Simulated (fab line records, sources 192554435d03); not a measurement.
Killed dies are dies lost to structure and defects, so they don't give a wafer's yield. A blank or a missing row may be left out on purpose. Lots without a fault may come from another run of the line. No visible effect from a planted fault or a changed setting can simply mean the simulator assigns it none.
Matching of chambers    flow n5_finfet    3 sister chambers for N5_BEOL_M6_DEP_56 on pecvd-01
The step deposits SiCN from 3MS/NH3, target thk 10 nm, time 17.5 s. 14 wafers are shown with their chamber, then 7 later ones without.

== WAFERS, EACH WITH ITS CHAMBER ==
wafer   chamber  throttle_valve_pct (%)  showerhead_plenum_p_Torr (Torr)
L077.2  1        9.0                     3.674
L077.3  2        8.7                     3.668
L077.4  1        8.9                     3.676
L079.1  2        8.8                     3.642
L079.4  2        8.5                     3.662
L079.6  0        9.6                     3.675
L080.3  1        8.8                     3.668
L080.4  1        8.8                     3.669
L080.5  0        9.6                     3.670
L087.1  1        8.7                     3.667
L087.2  2        8.8                     3.658
L087.3  0        9.6                     3.682
L089.1  2        8.6                     3.670
L089.4  1        8.5                     3.670

SIGNATURES (means of the wafers above)
reading                   chamber 0  chamber 1  chamber 2  scatter within a chamber
throttle_valve_pct        9.600      8.783      8.680      0.14
showerhead_plenum_p_Torr  3.67567    3.67067    3.66000    0.00758
Rule: for a wafer and a chamber, the distance is found by dividing, reading by reading, the gap between the wafer's reading and the chamber's mean by the reading's scatter, squaring, summing and taking the root. The wafer belongs to the nearest chamber; if the next one is less than 2 further off, it can't be placed. How the scatter is found: for the shown wafers, subtract from each reading the mean of its chamber, square and add these, divide the total by (wafers less chambers), then take the root.

== WAFERS WITH NO CHAMBER GIVEN ==
wafer   throttle_valve_pct (%)  showerhead_plenum_p_Torr (Torr)
L089.6  8.9                     3.653
L091.1  8.5                     3.655
L091.2  9.6                     3.678
L091.3  9.2                     3.679
L095.2  9.5                     3.657
L095.4  8.9                     3.670
L095.5  9.9                     3.682

== CHAMBER TAKEN BY EACH ==
wafer   from the rows above           in truth
L089.6  can't be placed: 2 or 1       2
L091.1  can't be placed: 2 or 1       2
L091.2  0                             0
L091.3  can't be placed: 0 or 1 or 2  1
L095.2  0                             0
L095.4  can't be placed: 1 or 2       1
L095.5  0                             0
3 of 7 placed correctly. Cannot be placed on the basis of these rows: 4; the candidates contain the true chamber in 4. 0 placed wrongly.
